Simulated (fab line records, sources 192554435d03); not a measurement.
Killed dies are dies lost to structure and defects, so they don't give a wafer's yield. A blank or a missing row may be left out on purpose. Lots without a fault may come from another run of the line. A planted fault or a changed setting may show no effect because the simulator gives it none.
A struck lot beside a sound one | flow n5_finfet | 33 steps out of a route of 1938
Sound: wafers L898.1, L898.2, L898.6. Struck: wafers L904.1, L904.3, L904.6. The cause comes at the end.
At each step with rows: each side's tool, then ch and its chambers, then its first start. Under that, the readings that differ: sound wafers | struck wafers | difference of the means | sigmas: that difference in standard deviations of wafers without a fault.
alike: readings whose means differ by less than 2 such deviations, and words and numbers that are the same on both sides. not compared: withheld readings, readings that some wafer has no value for, bounds like >300 that may hide the same value, and numbers for which the record gives no deviation and whose values overlap.
The two part at a step that has a row with sigmas, a row that says differs or no value, or rows on one side only. Numbers that don't overlap but have no deviation are shown without sigmas and don't part them. A reading that every wafer of one side lacks parts them only if that side has two wafers or more.

first, 3 steps without rows for these wafers: N5_BEOL_M9_ECD_50 (material Cu, target thk 318 nm); N5_BEOL_M9_ANNEAL_51 (time 90 s); N5_BEOL_M9_CMP_52 (polishes, stops on SiCOH lowk, t overpolish 7 s, target thk 140 nm).
N5_BEOL_M9_THK_MEAS_53: measures by xrf.
  sound on film_metro-02, day 11 14:05; struck on film_metro-02, day 12 21:20
  alike: M9_THK
then, 2 steps without rows for these wafers: N5_BEOL_M9_PRE_CLEAN_55 (time 15 s); N5_BEOL_M9_DEP_56 (deposits SiCN from 3MS/NH3, target thk 15 nm, time 26.5 s).
N5_BEOL_M9_RS_MEAS_57: measures by four-point-probe.
  sound on film_metro-01, day 11 14:13; struck on film_metro-01, day 12 21:28
  alike: M9_RS
N5_BEOL_M9_INSPECT_58: inspects for defects (darkfield).
  sound on defect_inspect-02, day 11 14:15; struck on defect_inspect-01, day 12 21:29
  alike: raw_defect_count
N5_BEOL_M10_ILD_DEP_00: deposits SiCOH lowk from DEMS/porogen, target thk 308.51 nm, time 58 s.
  sound on pecvd-03 ch 1,2, day 11 14:17; struck on pecvd-04 ch 1,2, day 12 21:31
  alike: chamber_pressure_Torr, heater_power_outer_w, heater_power_w, showerhead_plenum_p_Torr, throttle_valve_pct
then, 1 step without rows for these wafers: N5_BEOL_M10_CURE_71 (cures SiCOH lowk, time 240 s).
N5_BEOL_M10_THK_MEAS_01:
  sound on film_metro-01, day 11 14:52; struck on film_metro-02, day 12 22:28
  alike: M10_ILD_THK
N5_BEOL_M10_PECVD_70: deposits SiO2 from TEOS/O2, target thk 20 nm, time 22.7 s.
  sound on pecvd-02 ch 0,1,2, day 11 14:55; struck on pecvd-04 ch 1,2, day 12 22:30
  alike: chamber_pressure_Torr, heater_power_w, showerhead_plenum_p_Torr, throttle_valve_pct
N5_BEOL_M10_HM_DEP_02: deposits TiN, target thk 20 nm.
  sound on pvd_sputter-01, day 11 16:19; struck on pvd_sputter-02, day 12 23:22
  no value came back on the struck wafers for chamber_pressure_pa (Pa), substrate_temp_c (C), throttle_valve_pct (%); on the sound wafers chamber_pressure_pa (Pa) reads 0.5002 0.5005 0.5011
then, 8 steps without rows for these wafers: N5_BEOL_M10_COAT_59 (time 60 s, resist thk 100 nm); N5_BEOL_M10_COAT_60 (time 60 s, resist thk 30 nm); N5_BEOL_M10_COAT_05 (resist thk 90 nm); N5_BEOL_M10_EBR_07; N5_BEOL_M10_SOFTBAKE_06 (time 60 s); N5_BEOL_M10_EXPOSE_08 (exposes mask M10); N5_BEOL_M10_PEB_09 (peb time 60 s); N5_BEOL_M10_DEVELOP_10 (develop time 30 s).
N5_BEOL_M10_CD_MEAS_11: target cd 64.1 nm.
  sound on cd_sem-02 ch 0, day 11 16:49; struck on cd_sem-02 ch 0, day 12 23:51
  alike: cd_nm
N5_BEOL_M10_OVL_MEAS_12:
  sound on overlay-02 ch 0, day 11 16:50; struck on overlay-02 ch 0, day 12 23:53
  alike: M10_OVL
N5_BEOL_M10_INSPECT_13: inspects for defects (brightfield).
  sound on defect_inspect-02, day 11 16:52; struck on defect_inspect-02, day 12 23:55
  reading          | sound       | struck      | difference | sigmas
  raw_defect_count | 505 521 459 | 187 202 204 | -297       | -4
then, 1 step without rows for these wafers: N5_BEOL_M10_DESCUM_16 (chemistry O2, time 7.9 s).
N5_BEOL_M10_ETCH_61: etches SiARC in CF4, target depth 39 nm, time 65 s.
  sound on rie_diel-02 ch 1,2, day 11 16:56; struck on rie_diel-06 ch 0,1,2, day 12 23:59
  alike: drypump_motor_current_A, etch_rf_on_time_s, oes_product_au, rf_vpp_V, showerhead_plenum_p_Torr, throttle_valve_pct
  not compared: rf_hours_counter_h
N5_BEOL_M10_ETCH_62: etches SOC in N2/H2, target depth 110 nm, overetch 22 nm, time 165 s.
  sound on rie_diel-02 ch 1,2, day 11 16:59; struck on rie_diel-06 ch 0,1,2, day 13 00:02
  alike: drypump_motor_current_A, oes_product_au, rf_vpp_V, showerhead_plenum_p_Torr, throttle_valve_pct
  not compared: rf_hours_counter_h
then, 1 step without rows for these wafers: N5_BEOL_M10_STRIP_68 (strips in N2/H2).
N5_BEOL_M10_STRIP_67: strips in CF4.
  sound on rie_diel-02 ch 1,2, day 11 17:08; struck on rie_diel-06 ch 0,1,2, day 13 00:10
  alike: drypump_motor_current_A, oes_product_au, rf_vpp_V, showerhead_plenum_p_Torr, throttle_valve_pct
  not compared: rf_hours_counter_h
N5_BEOL_M10_HM_OPEN_17: chemistry Cl2/BCl3, target TiN, target depth 20 nm, overetch 6 nm.
  sound on rie_metal-02 ch 0,1, day 11 17:10; struck on rie_metal-03 ch 0,1, day 13 00:13
  reading                  | sound             | struck         | difference | sigmas
  oes_product_au (a.u.)    | 0.51 0.58 0.58    | 0.24 0.27 0.24 | -0.31      | -3
  model.etch.depth_nm (nm) | 20.26 20.32 20.34 | 0 0 0          | -20        |
  alike: drypump_motor_current_A, throttle_valve_pct
  not compared: rf_hours_counter_h
then, 1 step without rows for these wafers: N5_BEOL_M10_STRIP_19 (strips in O2).
N5_BEOL_M10_CD_MEAS_18: pitch 140 nm, target cd 70 nm.
  sound on cd_sem-01, day 11 17:22; struck on cd_sem-03, day 13 00:23
  reading    | sound          | struck | difference                    | sigmas
  cd_nm (nm) | 70.7 70.0 69.9 | - - -  | no value on the struck wafers |
then, 1 step without rows for these wafers: N5_BEOL_M10_COAT_63 (time 60 s, resist thk 100 nm).

WHERE THEY PART
First at N5_BEOL_M10_HM_DEP_02; last, within this record, at N5_BEOL_M10_CD_MEAS_18.

WHY: what the simulator had put in
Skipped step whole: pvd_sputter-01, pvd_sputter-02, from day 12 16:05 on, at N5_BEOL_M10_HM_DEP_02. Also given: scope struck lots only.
